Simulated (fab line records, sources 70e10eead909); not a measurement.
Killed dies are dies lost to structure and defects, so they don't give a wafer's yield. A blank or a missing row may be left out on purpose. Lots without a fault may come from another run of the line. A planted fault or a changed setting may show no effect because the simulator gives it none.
Chamber matching | flow nand_harc | NHARC_A_M1_ETCH_35 on rie_diel-09: 4 sister chambers
The step etches the open film in N2/H2, target depth 40 nm, overetch 12 nm, time 43.94 s. 4 wafers are shown with their chamber, then 8 later ones without.

WAFERS WITH THEIR CHAMBER
wafer  | chamber | showerhead_plenum_p_Torr (Torr)
L080.4 | 1       | 1.99
L088.2 | 0       | 2.18
L088.3 | 2       | 2.14
L093.1 | 3       | 2.08

WAFERS WITHOUT THEIR CHAMBER
wafer  | showerhead_plenum_p_Torr (Torr)
L093.4 | 2.08
L093.6 | 2.14
L092.1 | 1.99
L092.2 | 2.14
L092.5 | 2.14
L095.1 | 1.99
L095.2 | 2.14
L095.4 | 2.09

WHICH CHAMBER EACH WENT THROUGH
wafer  | from the rows above | in truth
L093.4 | 3                   | 3
L093.6 | 2                   | 2
L092.1 | 1                   | 1
L092.2 | 2                   | 2
L092.5 | 2                   | 2
L095.1 | 1                   | 1
L095.2 | 2                   | 2
L095.4 | 3                   | 3
Placed correctly: 8 of 8. Can't be placed from these rows: 0. Placed wrongly: 0.
How it was worked out, from the rows above alone: a wafer's distance from a chamber is the root of the sum, over the readings, of the square of ((its reading less the chamber's mean) divided by the reading's scatter). The wafer belongs to the nearest chamber; if the next one is less than 2 further off, it can't be placed. A chamber's mean is the mean of its shown wafers. The scatter: with one shown wafer a chamber, the root of the mean of the squares of how far each hidden wafer lies from its nearest shown one.
